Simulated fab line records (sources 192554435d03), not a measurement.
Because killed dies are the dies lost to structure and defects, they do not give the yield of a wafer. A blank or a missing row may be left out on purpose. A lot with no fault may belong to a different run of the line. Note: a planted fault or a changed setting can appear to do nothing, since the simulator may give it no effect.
fab line records    flow n5_finfet
record lots=5  wafers=15  last_day=19
route steps=1938 shown ILD0@335 BEOL_M4@1111 PASSIVATION@1936
lots with no fault: from the same line, run without faults
start_h: the number of hours between the record's first day and the start of the first shown wafer of the lot    wait_h: hours elapsed since this lot's preceding step    " repeats the value in the row above    L1.1+2: a single row standing in for several wafers    - no value present, or no start provided    * or withheld: withheld    < > ~ a bound
route shown NAME@n: names a module that has steps shown in the file, with the first one's number in the route    usual: mean/standard deviation of fault-free wafers    same: alike in all rows    chamber/n: place in a boat    sites: readings site by site    _std_site: how widely they spread, as a standard deviation    _edge_site: the outer-site mean with the inner-site mean subtracted    radius_mm: for every site, how far away it sits from the centre of the wafer    mask NAME#n: copy n    behind: tool/chamber where the wafer was last shaped    hold: the reason the lot was held/the length of the hold in hours/how it ended    device: whichever transistor did not switch (one of n, p or np)    end of line: the route-end tests of the same wafers    a step without rows: its recipe alone    killed: count of dies lost to structure and defects at first sort (not the wafer's yield)    map: per-die view of a wafer (x killed, . not killed, _ where there is no die)
set.NAME: the setting that was run; set.NAME@STEP: the one run at that earlier step    model.NAME: the simulator's own value behind a step, which no gauge read
lots seen at some steps along the route; tables by step, rows by wafer
services: from which hour (start_h, from the record's first day; less than 0 if before it) a tool's chamber was out of use, for how many hours, and why
## steps
# step N5_ILD0_LINER_00
# recipe material=SiNx  target_thk_a=40  temp_c=400  ald_precursor_family=SiH2I2  ald_co_reactant=N2/H2-plasma  pulse_time_s=1  purge_time_s=2  co_reactant_purge_time_s=2  ald_cycles=80  pressure_torr=2
# step N5_ILD0_FCVD_FILL_01
# recipe material=SiO2_flowable  target_thk_a=2000  temp_c=100  pressure_torr=0.8  rf_w=2000  time_s=328.3
# step N5_ILD0_CURE_02
# recipe temp_c=450  time_s=1800  ambient=steam  idle_temp_c=400  ramp_up_c_per_min=5  ramp_down_c_per_min=3  densification_p_h2o_torr=640
# step N5_ILD0_CMP_03
# recipe stop_on=SiNx  t_overpolish_s=1.9  post_cmp_clean=alkaline_brush  down_force_psi=4.1491  platen_rpm=51.796  pad_velocity_m_s=1.0306  target_thk_nm=197.38
# step N5_ILD0_CMP_07
# recipe stop_on=poly-Si  material=SiO2_flowable  t_overpolish_s=1.18  post_cmp_clean=alkaline_brush  down_force_psi=4.1491  platen_rpm=51.796  pad_velocity_m_s=1.0306  target_thk_nm=138.88
# step N5_ILD0_PRECLEAN_10
# recipe chemistry=NF3:NH3  afs_cycles=5  time_s=20  temp_c=30  sublimation_temp_c=180  sublimation_time_s=60  pressure_torr=3  rf_power_w=30
# step N5_ILD0_ALD_15
# recipe material=SiNx  target_thk_a=240  temp_c=400  ald_precursor_family=SiH2I2  ald_co_reactant=N2/H2-plasma  pulse_time_s=1  ald_cycles=480  purge_time_s=2  co_reactant_purge_time_s=2  pressure_torr=2
# step N5_ILD0_CMP_12
# recipe stop_on=poly-Si  material=SiNx  t_overpolish_s=6  post_cmp_clean=alkaline_brush  down_force_psi=2.5  platen_rpm=51.8  pad_velocity_m_s=1.0307  target_thk_nm=17.67
# usual edge_zone_pressure_frac=1.000/0.0048  head_pressure_psi=2.500/0.0056  motor_current_A=9.2/0.58  overpolish_run_s=5.999/0.0087  pad_life_wafers=1064/670  slurry_filter_dp_kPa=13.52/0.13  t_overpolish_s=6/0  time_to_endpoint_s=28.9/2.5
lot.wafer  tool    chamber  start_h  wait_h  edge_zone_pressure_frac  head_pressure_psi  motor_current_A  overpolish_run_s  pad_life_wafers  slurry_filter_dp_kPa  t_overpolish_s  time_to_endpoint_s  model.SiNx_of_ILD0_ALD_15.thk_nm
L610.3     cmp-04  3        79.74    1.1     0.999                    2.500              9.7              5.997             1098             13.48                 6               23.1                16.8
L610.4     "       1        "        "       0.999                    2.495              9.1              5.999             1100             13.52                 6               30.5                19.4
L610.5     "       3        "        "       1.002                    2.499              9.7              5.997             -                13.54                 6               26.0                17.8
L618.4     cmp-02  2        116.80   1.2     -                        -                  -                -                 -                -                     -               -                   24.2
L618.1     "       3        "        "       -                        -                  -                -                 -                -                     -               -                   24
L618.5     "       0        "        "       -                        -                  -                -                 -                -                     -               -                   24
L619.2     cmp-02  3        123.49   1.2     -                        -                  -                -                 -                -                     -               -                   24
L619.6     "       0        "        "       -                        -                  -                -                 -                -                     -               -                   24.2
L619.5     "       1        "        "       -                        -                  -                -                 -                -                     -               -                   24
L620.3     cmp-04  3        133.18   1.1     -                        -                  -                -                 -                -                     -               -                   24
L620.2     "       1        "        "       -                        -                  -                -                 -                -                     -               -                   24
L620.5     "       3        "        "       -                        -                  -                -                 -                -                     -               -                   24
L623.1     cmp-02  2        153.42   1.2     0.990                    2.493              10.1             6.009             199              13.63                 6               31.4                17.4
L623.4     "       3        "        "       0.999                    2.497              10.4             6.012             200              13.61                 6               31.7                16.8
L623.5     "       2        "        "       1.005                    2.491              9.5              6.000             -                13.56                 6               34.4                19.4
# step N5_ILD0_THK_MEAS_13
# usual thk_nm=17.9/1.2
lot.wafer  tool           chamber  start_h  wait_h  thk_nm
L610.3     film_metro-01  -        80.04    -       16.9
L610.4     "              -        "        "       19.5
L610.5     "              -        "        "       17.9
L618.1     film_metro-02  -        117.02   0.1     24.0
L618.4     "              -        "        "       24.1
L618.5     "              -        "        "       24.0
L619.2     film_metro-02  -        123.67   0.1     24.0
L619.5     "              -        "        "       24.1
L619.6     "              -        "        "       24.2
L620.2     film_metro-02  -        133.48   0.2     23.9
L620.3     "              -        "        "       24.0
L620.5     "              -        "        "       24.0
L623.1     film_metro-01  -        153.68   -       17.4
L623.4     "              -        "        "       16.8
L623.5     "              -        "        "       19.3
# step N5_BEOL_M4_RC_MEAS_101
# usual DIBL_N=36.0/1.7  DIBL_P=36.2/1.9  IOFF_N=0.154/0.028  IOFF_P=0.21/0.036  ION_N=675/11  ION_P=463/8.3  SS_N=71.4/0.63  SS_P=73.2/0.55  VT_N=250.2/3  VT_P=-251/3.7
lot.wafer  tool       chamber  start_h  wait_h  DIBL_N[mV/V]  DIBL_P[mV/V]  IOFF_N[nA/um]  IOFF_P[nA/um]  ION_N[uA/um]  ION_P[uA/um]  SS_N[mV/dec]  SS_P[mV/dec]  VT_N[mV]  VT_P[mV]
L610.3     prober-01  0        197.75   0.3     38.6          37.1          0.169          0.22           669           460           72.1          74.1          251.6     -250
L610.4     "          0        "        "       37.7          37.1          0.153          0.22           668           459           71.8          73.8          252.2     -249
L610.5     "          0        "        "       38.5          38.1          0.171          0.26           667           463           71.6          74.1          250.9     -248
L623.1     prober-01  0        333.91   0.0     35.3          36.8          0.151          0.20           694           477           69.9          72.9          248.4     -251
L623.4     "          0        "        "       34.8          35.9          0.130          0.18           674           462           69.6          72.8          251.8     -252
L623.5     "          0        "        "       34.4          35.1          0.133          0.17           665           457           70.3          73.0          248.7     -251
# step N5_PASSIVATION_PROBE_49
# usual defect_limited_yield=90.9/1.4  killed_at_M0_to_M3=38/11  killed_at_M4_up=13/5.9  killed_at_contacts=14/6.4  killed_at_front_end=38/11  killed_at_other=3.3/2.5  killed_dies=107/16  killed_on_rim=14/3.6  killed_open=70/12  killed_short=35/7.7  sort_bin_5_function=5.3/0.94  sort_bin_6_memory=3.5/0.7  sort_n_pass=1073/16  sort_yield_pct=90.9/1.4
# same gross_dies=1180  killed_at_back_side=0  sort_bin_4_leakage[%]=0  sort_bin_8_speed[%]=0
lot.wafer  tool       chamber  start_h  wait_h  defect_limited_yield[%]  killed_at_M0_to_M3  killed_at_M4_up  killed_at_contacts  killed_at_front_end  killed_at_other  killed_dies  killed_on_rim  killed_open  killed_short  sort_bin_5_function[%]  sort_bin_6_memory[%]  sort_n_pass  sort_yield_pct[%]
L618.1     prober-02  -        395.80   0.0     0                        37                  36               4                   1101                 2                1180         152            77           32            96.9                    2.7                   0            0
L618.4     prober-02  -        395.95   0.2     0                        35                  21               16                  1106                 2                1180         152            84           40            95.3                    4.3                   0            0
L618.5     prober-02  -        396.00   0.2     0                        52                  18               11                  1099                 0                1180         152            77           29            96.9                    2.7                   0            0
L619.2     prober-02  -        406.71   0.1     0                        39                  9                9                   1121                 2                1180         152            55           36            96.6                    3.2                   0            0
L619.5     prober-02  -        406.86   0.2     0                        43                  10               6                   1118                 3                1180         152            60           30            96.1                    3.7                   0            0
L619.6     prober-02  -        406.91   0.3     0                        38                  11               8                   1118                 5                1180         152            67           26            96.3                    3.6                   0            0
L620.2     prober-01  -        407.08   0.1     0                        50                  19               22                  1089                 0                1180         152            70           39            96.5                    3.1                   0            0
L620.3     prober-01  -        407.13   0.1     0                        39                  25               18                  1097                 1                1180         152            79           33            96.1                    3.7                   0            0
L620.5     prober-01  -        407.23   0.2     0                        36                  15               14                  1109                 6                1180         152            67           47            96.8                    2.8                   0            0
L623.1     prober-02  -        449.81   0.0     89.3                     52                  19               15                  38                   2                126          16             81           44            6.5                     3.8                   1054         89.3
L623.4     prober-02  -        449.96   0.2     91.3                     39                  5                12                  47                   0                103          12             71           32            5.3                     3.3                   1077         91.3
L623.5     prober-02  -        450.01   0.2     90.3                     39                  15               23                  38                   0                115          16             83           32            5.4                     4.2                   1065         90.3
# killed by level:class
L618.1 ILD0:area_cmp=1071 BEOL_M4:geometric_particle:open=21 DUMMY_GATE:geometric_particle:open=9 BEOL_M2:geometric_particle:open=9 BEOL_M4:geometric_particle:short=8 BEOL_M0_SAQP:geometric_particle:short=7 STI_FIN_REVEAL:geometric_particle:open=6 BEOL_M1:geometric_particle:open=6
L618.4 ILD0:area_cmp=1056 STI_FIN_REVEAL:geometric_particle:open=16 MOL_CONTACT_COAG:geometric_particle:open=15 BEOL_M3:geometric_particle:open=8 BEOL_M4:geometric_particle:open=7 BEOL_M4:geometric_particle:short=7 FIN_SAQP:geometric_particle:open=6 FIN_SAQP:geometric_particle:short=6
L618.5 ILD0:area_cmp=1074 BEOL_M3:geometric_particle:open=15 BEOL_M4:geometric_particle:open=14 MOL_CONTACT_COAG:geometric_particle:open=11 FIN_SAQP:geometric_particle:short=7 BEOL_M0_SAQP:geometric_particle:short=7 BEOL_M2:geometric_particle:open=7 FIN_SAQP:geometric_particle:open=6
L619.2 ILD0:area_cmp=1087 BEOL_M3:geometric_particle:open=13 FIN_SAQP:geometric_particle:open=6 GATE_CUT:geometric_particle:short=6 BEOL_M0_SAQP:geometric_particle:open=6 MOL_CONTACT_COAG:geometric_particle:open=5 BEOL_M0_SAQP:geometric_particle:short=5 MOL_CONTACT_COAG:geometric_particle:short=4
L619.5 ILD0:area_cmp=1087 BEOL_M0_SAQP:geometric_particle:open=9 BEOL_M0_SAQP:geometric_particle:short=9 STI_FIN_REVEAL:geometric_particle:open=8 BEOL_M2:geometric_particle:open=8 BEOL_M3:geometric_particle:open=7 FIN_SAQP:geometric_particle:open=6 MOL_CONTACT_COAG:geometric_particle:open=5
L619.6 ILD0:area_cmp=1085 BEOL_M3:geometric_particle:open=16 FIN_SAQP:geometric_particle:open=13 FIN_SAQP:geometric_particle:short=6 BEOL_M1:geometric_particle:open=6 MOL_CONTACT_COAG:geometric_particle:open=6 BEOL_M3:geometric_particle:short=5 BEOL_M0_SAQP:geometric_particle:short=4
L620.2 ILD0:area_cmp=1071 MOL_CONTACT_COAG:geometric_particle:open=20 BEOL_M0_SAQP:geometric_particle:short=12 BEOL_M1:geometric_particle:open=9 BEOL_M2:geometric_particle:open=9 BEOL_M4:geometric_particle:open=9 BEOL_M3:geometric_particle:short=7 BEOL_M3:geometric_particle:open=5
L620.3 ILD0:area_cmp=1068 MOL_CONTACT_COAG:geometric_particle:open=14 BEOL_M4:geometric_particle:open=14 FIN_SAQP:geometric_particle:open=9 BEOL_M2:geometric_particle:open=9 BEOL_M3:geometric_particle:open=7 BEOL_M0_SAQP:geometric_particle:short=5 FIN_SAQP:geometric_particle:short=4
L620.5 ILD0:area_cmp=1066 BEOL_M3:geometric_particle:open=13 MOL_CONTACT_COAG:geometric_particle:open=11 BEOL_M4:geometric_particle:open=11 FIN_SAQP:geometric_particle:short=8 GATE_CUT:geometric_particle:short=7 FIN_SAQP:geometric_particle:open=5 BEOL_M3:geometric_particle:short=5
L623.1 BEOL_M2:geometric_particle:open=24 STI_FIN_REVEAL:geometric_particle:open=12 MOL_CONTACT_COAG:geometric_particle:open=11 BEOL_M0_SAQP:geometric_particle:short=9 FIN_SAQP:geometric_particle:short=7 BEOL_M0_SAQP:geometric_particle:open=7 BEOL_M8:geometric_particle:open=5 STI_FIN_REVEAL:geometric_particle:short=4
L623.4 BEOL_M3:geometric_particle:open=13 BEOL_M0_SAQP:geometric_particle:short=11 FIN_SAQP:geometric_particle:open=9 BEOL_M2:geometric_particle:open=9 STI_FIN_REVEAL:geometric_particle:open=9 MOL_CONTACT_COAG:geometric_particle:open=9 FIN_SAQP:geometric_particle:short=6 BEOL_M0_SAQP:geometric_particle:open=6
L623.5 MOL_CONTACT_COAG:geometric_particle:open=19 FIN_SAQP:geometric_particle:open=18 BEOL_M2:geometric_particle:open=16 BEOL_M0_SAQP:geometric_particle:short=9 FIN_SAQP:geometric_particle:short=5 MOL_CONTACT_COAG:geometric_particle:short=4 BEOL_M0_SAQP:geometric_particle:open=4 BEOL_M5:geometric_particle:open=4
# map L618.1 (x killed, . not)
_________________xxxxxxxxxxxx________________
______________xxxxxxxxxxxxxxxxxx_____________
___________xxxxxxxxxxxxxxxxxxxxxxxx__________
__________xxxxxxxxxxxxxxxxxxxxxxxxxx_________
________xxxxxxxxxxxxxxxxxxxxxxxxxxxxxx_______
_______xxxxxxxxxxxxxxxxxxxxxxxxxxxxxxxx______
______xxxxxxxxxxxxxxxxxxxxxxxxxxxxxxxxxx_____
_____xxxxxxxxxxxxxxxxxxxxxxxxxxxxxxxxxxxx____
____xxxxxxxxxxxxxxxxxxxxxxxxxxxxxxxxxxxxxx___
___xxxxxxxxxxxxxxxxxxxxxxxxxxxxxxxxxxxxxxxx__
___xxxxxxxxxxxxxxxxxxxxxxxxxxxxxxxxxxxxxxxx__
__xxxxxxxxxxxxxxxxxxxxxxxxxxxxxxxxxxxxxxxxxx_
__xxxxxxxxxxxxxxxxxxxxxxxxxxxxxxxxxxxxxxxxxx_
_xxxxxxxxxxxxxxxxxxxxxxxxxxxxxxxxxxxxxxxxxxxx
_xxxxxxxxxxxxxxxxxxxxxxxxxxxxxxxxxxxxxxxxxxxx
_xxxxxxxxxxxxxxxxxxxxxxxxxxxxxxxxxxxxxxxxxxxx
_xxxxxxxxxxxxxxxxxxxxxxxxxxxxxxxxxxxxxxxxxxxx
_xxxxxxxxxxxxxxxxxxxxxxxxxxxxxxxxxxxxxxxxxxxx
_xxxxxxxxxxxxxxxxxxxxxxxxxxxxxxxxxxxxxxxxxxxx
_xxxxxxxxxxxxxxxxxxxxxxxxxxxxxxxxxxxxxxxxxxxx
_xxxxxxxxxxxxxxxxxxxxxxxxxxxxxxxxxxxxxxxxxxxx
__xxxxxxxxxxxxxxxxxxxxxxxxxxxxxxxxxxxxxxxxxx_
__xxxxxxxxxxxxxxxxxxxxxxxxxxxxxxxxxxxxxxxxxx_
___xxxxxxxxxxxxxxxxxxxxxxxxxxxxxxxxxxxxxxxx__
___xxxxxxxxxxxxxxxxxxxxxxxxxxxxxxxxxxxxxxxx__
____xxxxxxxxxxxxxxxxxxxxxxxxxxxxxxxxxxxxxx___
_____xxxxxxxxxxxxxxxxxxxxxxxxxxxxxxxxxxxx____
______xxxxxxxxxxxxxxxxxxxxxxxxxxxxxxxxxx_____
_______xxxxxxxxxxxxxxxxxxxxxxxxxxxxxxxx______
________xxxxxxxxxxxxxxxxxxxxxxxxxxxxxx_______
__________xxxxxxxxxxxxxxxxxxxxxxxxxx_________
___________xxxxxxxxxxxxxxxxxxxxxxxx__________
______________xxxxxxxxxxxxxxxxxx_____________
_________________xxxxxxxxxxxx________________
# map L619.2 (x killed, . not)
_________________xxxxxxxxxxxx________________
______________xxxxxxxxxxxxxxxxxx_____________
___________xxxxxxxxxxxxxxxxxxxxxxxx__________
__________xxxxxxxxxxxxxxxxxxxxxxxxxx_________
________xxxxxxxxxxxxxxxxxxxxxxxxxxxxxx_______
_______xxxxxxxxxxxxxxxxxxxxxxxxxxxxxxxx______
______xxxxxxxxxxxxxxxxxxxxxxxxxxxxxxxxxx_____
_____xxxxxxxxxxxxxxxxxxxxxxxxxxxxxxxxxxxx____
____xxxxxxxxxxxxxxxxxxxxxxxxxxxxxxxxxxxxxx___
___xxxxxxxxxxxxxxxxxxxxxxxxxxxxxxxxxxxxxxxx__
___xxxxxxxxxxxxxxxxxxxxxxxxxxxxxxxxxxxxxxxx__
__xxxxxxxxxxxxxxxxxxxxxxxxxxxxxxxxxxxxxxxxxx_
__xxxxxxxxxxxxxxxxxxxxxxxxxxxxxxxxxxxxxxxxxx_
_xxxxxxxxxxxxxxxxxxxxxxxxxxxxxxxxxxxxxxxxxxxx
_xxxxxxxxxxxxxxxxxxxxxxxxxxxxxxxxxxxxxxxxxxxx
_xxxxxxxxxxxxxxxxxxxxxxxxxxxxxxxxxxxxxxxxxxxx
_xxxxxxxxxxxxxxxxxxxxxxxxxxxxxxxxxxxxxxxxxxxx
_xxxxxxxxxxxxxxxxxxxxxxxxxxxxxxxxxxxxxxxxxxxx
_xxxxxxxxxxxxxxxxxxxxxxxxxxxxxxxxxxxxxxxxxxxx
_xxxxxxxxxxxxxxxxxxxxxxxxxxxxxxxxxxxxxxxxxxxx
_xxxxxxxxxxxxxxxxxxxxxxxxxxxxxxxxxxxxxxxxxxxx
__xxxxxxxxxxxxxxxxxxxxxxxxxxxxxxxxxxxxxxxxxx_
__xxxxxxxxxxxxxxxxxxxxxxxxxxxxxxxxxxxxxxxxxx_
___xxxxxxxxxxxxxxxxxxxxxxxxxxxxxxxxxxxxxxxx__
___xxxxxxxxxxxxxxxxxxxxxxxxxxxxxxxxxxxxxxxx__
____xxxxxxxxxxxxxxxxxxxxxxxxxxxxxxxxxxxxxx___
_____xxxxxxxxxxxxxxxxxxxxxxxxxxxxxxxxxxxx____
______xxxxxxxxxxxxxxxxxxxxxxxxxxxxxxxxxx_____
_______xxxxxxxxxxxxxxxxxxxxxxxxxxxxxxxx______
________xxxxxxxxxxxxxxxxxxxxxxxxxxxxxx_______
__________xxxxxxxxxxxxxxxxxxxxxxxxxx_________
___________xxxxxxxxxxxxxxxxxxxxxxxx__________
______________xxxxxxxxxxxxxxxxxx_____________
_________________xxxxxxxxxxxx________________
## services
tool    chamber  start_h  hours  kind
cmp-02  -        118.45   4.0    pm
cmp-02  -        122.45   -      consumable_replace:conditioner
cmp-02  -        122.45   -      consumable_replace:pad
cmp-02  -        132.23   5.9    pm
cmp-04  -        134.18   0.7    repair
## key
first_sign step=N5_ILD0_CMP_12  reading=tool_record  direction=missing
effect step=N5_ILD0_THK_MEAS_13  reading=thk_nm  direction=up  sigmas=5.3  usual=*  struck=*
effect step=N5_PASSIVATION_PROBE_49  reading=killed_at_front_end  direction=up  sigmas=99+  usual=38  struck=1106
model_effect step=N5_ILD0_CMP_12  value=SiNx_of_ILD0_ALD_15.thk_nm  without=17.96  struck=24.04
more_kills_born_at N5_ILD0_CMP_12@cmp-02=6460  N5_ILD0_CMP_12@cmp-04=3205
met_at N5_ILD0_CMP_12
struck_wafers L618.1,L618.4,L618.5,L619.2,L619.5,L619.6,L620.2,L620.3,L620.5
later_rows_left_out L618.1,L618.4,L618.5,L619.2,L619.5,L619.6,L620.2,L620.3,L620.5
onset_between 79.74 116.80
fault kind=skipped_step_whole  tool=cmp-02,cmp-04  chamber=-  onset_h=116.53  steps=N5_ILD0_CMP_12  scope=struck_lots_only
# later_rows_left_out: the simulator's readings of these wafers behind a module that went badly wrong aren't trusted and aren't shown, but for the sort
